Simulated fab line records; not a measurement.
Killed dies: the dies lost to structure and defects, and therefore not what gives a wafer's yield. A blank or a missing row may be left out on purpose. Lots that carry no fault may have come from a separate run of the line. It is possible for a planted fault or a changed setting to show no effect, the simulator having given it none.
Matching of chambers | flow n5-finfet | N5_DUMMY_REMOVAL_HM_STRIP_01 on rie-diel-03: 4 sister chambers
The step strips SiNx in CH3F/O2, stops on poly-Si, target depth 4 nm, time 6.8 s. 14 wafers are shown with their chamber, then 7 later ones without.

## EACH WAFER AND ITS CHAMBER
wafer  | chamber | oes-product-au (a.u.) | throttle-valve-pct (%) | showerhead-plenum-p-Torr (Torr)
L075.2 | 3       | 0.72                  | 16.37                  | 1.98
L075.5 | 2       | 0.70                  | 16.32                  | 2.03
L075.6 | 1       | 0.61                  | 16.48                  | 1.98
L076.4 | 0       | 0.57                  | 16.46                  | 1.88
L076.5 | 3       | 0.71                  | 16.39                  | 1.98
L076.6 | 0       | 0.56                  | 16.45                  | 1.88
L077.1 | 2       | 0.68                  | 16.33                  | 2.03
L077.3 | 1       | 0.60                  | 16.46                  | 1.98
L077.6 | 2       | 0.68                  | 16.31                  | 2.03
L078.4 | 1       | 0.60                  | 16.47                  | 1.98
L078.5 | 2       | 0.69                  | 16.33                  | 2.03
L078.6 | 3       | 0.71                  | 16.40                  | 1.98
L085.1 | 0       | 0.78                  | 16.05                  | 2.13
L085.4 | 3       | 0.70                  | 16.41                  | 1.97

SIGNATURES (averages over the wafers above)
reading                  | chamber 0 | chamber 1 | chamber 2 | chamber 3 | scatter within a chamber
oes-product-au           | 0.6367    | 0.6033    | 0.6875    | 0.7100    | 0.056
throttle-valve-pct       | 16.3200   | 16.4700   | 16.3225   | 16.3925   | 0.105
showerhead-plenum-p-Torr | 1.9633    | 1.9800    | 2.0300    | 1.9775    | 0.0646
Rule: for each reading, subtract the chamber's mean from the wafer's reading, divide by that reading's scatter and square the result; add these up over the readings and take the root, which gives the wafer's distance from the chamber. If the next closest chamber is less than 2 further off than the closest, the wafer can't be placed; otherwise it belongs to the closest. The scatter is the square root of a quotient: the sum, over the shown wafers, of each reading's squared deviation from its chamber's mean, divided by wafers minus chambers.

## WAFERS WHOSE CHAMBER IS MISSING
wafer  | oes-product-au (a.u.) | throttle-valve-pct (%) | showerhead-plenum-p-Torr (Torr)
L085.6 | 0.67                  | 16.34                  | 2.03
L093.1 | 0.66                  | 16.38                  | 2.02
L093.5 | 0.75                  | 16.06                  | 2.12
L093.6 | 0.68                  | 16.43                  | 1.97
L096.1 | 0.67                  | 16.45                  | 1.97
L096.3 | 0.66                  | 16.39                  | 2.02
L096.5 | 0.58                  | 16.56                  | 1.97

## WHICH CHAMBER EACH WENT THROUGH
wafer  | from the rows above               | in truth
L085.6 | can't be placed: 2 or 3 or 0 or 1 | 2
L093.1 | can't be placed: 2 or 3 or 0 or 1 | 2
L093.5 | can't be placed: 2 or 3 or 0      | 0
L093.6 | can't be placed: 3 or 0 or 2 or 1 | 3
L096.1 | can't be placed: 3 or 1 or 0 or 2 | 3
L096.3 | can't be placed: 2 or 3 or 0 or 1 | 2
L096.5 | can't be placed: 1 or 0 or 3      | 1
Correct placement for 0 of the 7. Cannot be placed on the basis of these rows: 7; the candidates contain the true chamber in 7. Wrongly placed: 0.
